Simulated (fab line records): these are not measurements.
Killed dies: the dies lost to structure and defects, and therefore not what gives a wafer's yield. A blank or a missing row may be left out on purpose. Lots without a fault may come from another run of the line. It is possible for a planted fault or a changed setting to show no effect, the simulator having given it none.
Matching of chambers | flow n5_finfet | thermal_cvd_si-02 running N5_HKMG_FIN_CVD_62: 3 sister chambers
The step deposits a-Si from Si2H6, target thk 3 nm, time 20.8 s. 24 wafers are shown with their chamber, then 12 later ones without.

== WAFERS, EACH WITH ITS CHAMBER ==
wafer  | chamber | heater_power_w (W)
L075.1 | 2       | 1351
L075.3 | 1       | 1454
L075.6 | 2       | 1349
L077.2 | 2       | 1366
L077.3 | 0       | 1361
L077.6 | 0       | 1303
L079.1 | 1       | 1476
L079.4 | 0       | 1342
L079.6 | 1       | 1417
L081.2 | 2       | 1363
L081.3 | 0       | 1319
L081.4 | 0       | 1358
L083.1 | 2       | 1396
L083.3 | 1       | 1452
L083.6 | 1       | 1469
L085.4 | 1       | 1455
L085.5 | 2       | 1382
L085.6 | 0       | 1377
L087.2 | 2       | 1393
L087.5 | 0       | 1376
L087.6 | 2       | 1349
L089.1 | 1       | 1456
L089.3 | 2       | 1378
L089.5 | 0       | 1352

SIGNATURES (means of the wafers above)
reading        | chamber 0 | chamber 1 | chamber 2 | scatter within a chamber
heater_power_w | 1348.50   | 1454.14   | 1369.67   | 21.4
Rule: for each reading, subtract the chamber's mean from the wafer's reading, divide by that reading's scatter and square the result; add these up over the readings and take the root, which gives the wafer's distance from the chamber. If the next closest chamber is less than 2 further off than the closest, the wafer can't be placed; otherwise it belongs to the closest. The scatter: the root of (the sum of the squares of (reading less its chamber's mean) over the shown wafers, divided by (wafers less chambers)).

== WAFERS WITHOUT THEIR CHAMBER ==
wafer  | heater_power_w (W)
L091.1 | 1365
L091.3 | 1451
L091.5 | 1373
L093.1 | 1372
L093.3 | 1353
L093.4 | 1476
L095.2 | 1365
L095.3 | 1472
L095.5 | 1425
L097.2 | 1433
L097.3 | 1382
L097.6 | 1469

== THE CHAMBER EACH PASSED THROUGH ==
wafer  | from the rows above     | in truth
L091.1 | can't be placed: 2 or 0 | 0
L091.3 | 1                       | 1
L091.5 | can't be placed: 2 or 0 | 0
L093.1 | can't be placed: 2 or 0 | 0
L093.3 | can't be placed: 0 or 2 | 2
L093.4 | 1                       | 1
L095.2 | can't be placed: 2 or 0 | 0
L095.3 | 1                       | 1
L095.5 | can't be placed: 1 or 2 | 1
L097.2 | can't be placed: 1 or 2 | 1
L097.3 | can't be placed: 2 or 0 | 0
L097.6 | 1                       | 1
4 of 12 placed correctly. These rows do not allow placing 8 (true chamber among the candidates in 8). Placed wrongly: 0.
